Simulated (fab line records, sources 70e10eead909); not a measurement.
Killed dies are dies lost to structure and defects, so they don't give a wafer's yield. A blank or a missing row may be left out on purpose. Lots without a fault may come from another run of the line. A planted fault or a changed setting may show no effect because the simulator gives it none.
Chamber matching | flow nand_harc | NHARC_A_WL_FILL_CMP_12 on cmp-03: 4 sister chambers
The step polishes, t overpolish 30 s, target thk 75 nm. 16 wafers are shown with their chamber, then 8 later ones without.

WAFERS WITH THEIR CHAMBER
wafer  | chamber | motor_current_A (A) | time_to_endpoint_s (s) | edge_zone_pressure_frac
L075.1 | 3       | 9.9                 | 16.2                   | 0.997
L075.5 | 3       | 9.5                 | 18.0                   | 0.995
L075.6 | 0       | 14.0                | 16.0                   | 1.001
L078.1 | 2       | 12.9                | 14.8                   | 0.999
L078.5 | 3       | 9.1                 | 16.8                   | 0.999
L078.6 | 2       | 12.0                | 12.7                   | 0.996
L080.1 | 3       | 9.1                 | 17.0                   | 1.002
L080.2 | 1       | 11.6                | 12.9                   | 1.007
L080.5 | 0       | 14.7                | 15.0                   | 0.997
L082.1 | 2       | 12.8                | 10.6                   | 1.004
L082.4 | 3       | 9.7                 | 15.6                   | 0.998
L082.6 | 3       | 9.9                 | 13.9                   | 0.996
L086.1 | 2       | 12.4                | 13.6                   | 1.011
L086.3 | 3       | 9.7                 | 16.3                   | 0.998
L086.6 | 3       | 10.5                | 16.5                   | 1.001
L093.1 | 0       | 14.6                | 19.1                   | 0.994

SIGNATURES (means of the wafers above)
reading                 | chamber 0 | chamber 1 | chamber 2 | chamber 3 | scatter within a chamber
motor_current_A         | 14.433    | 11.600    | 12.525    | 9.675     | 0.435
time_to_endpoint_s      | 16.700    | 12.900    | 12.925    | 16.288    | 1.54
edge_zone_pressure_frac | 0.99733   | 1.00700   | 1.00250   | 0.99825   | 0.00401
Rule: a wafer's distance from a chamber is the root of the sum, over the readings, of the square of ((its reading less the chamber's mean) divided by the reading's scatter). The wafer belongs to the nearest chamber; if the next one is less than 2 further off, it can't be placed. The scatter: the root of (the sum of the squares of (reading less its chamber's mean) over the shown wafers, divided by (wafers less chambers)).

WAFERS WITHOUT THEIR CHAMBER
wafer  | motor_current_A (A) | time_to_endpoint_s (s) | edge_zone_pressure_frac
L093.3 | 11.6                | 13.2                   | 0.996
L093.4 | 12.7                | 15.3                   | 0.995
L096.2 | 11.5                | 13.7                   | 1.000
L096.4 | 10.4                | 16.8                   | 0.997
L096.6 | 9.8                 | 17.1                   | 0.993
L097.1 | 11.6                | 16.8                   | 1.004
L097.3 | 14.0                | 17.6                   | 1.012
L097.5 | 12.0                | 16.5                   | 0.998

WHICH CHAMBER EACH WENT THROUGH
wafer  | from the rows above          | in truth
L093.3 | can't be placed: 2 or 1      | 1
L093.4 | can't be placed: 2 or 0 or 1 | 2
L096.2 | can't be placed: 1 or 2      | 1
L096.4 | 3                            | 3
L096.6 | 3                            | 3
L097.1 | can't be placed: 1 or 2      | 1
L097.3 | can't be placed: 0 or 2      | 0
L097.5 | can't be placed: 2 or 1      | 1
Placed correctly: 2 of 8. Can't be placed from these rows: 6 (the true chamber is among the candidates in 6). Placed wrongly: 0.
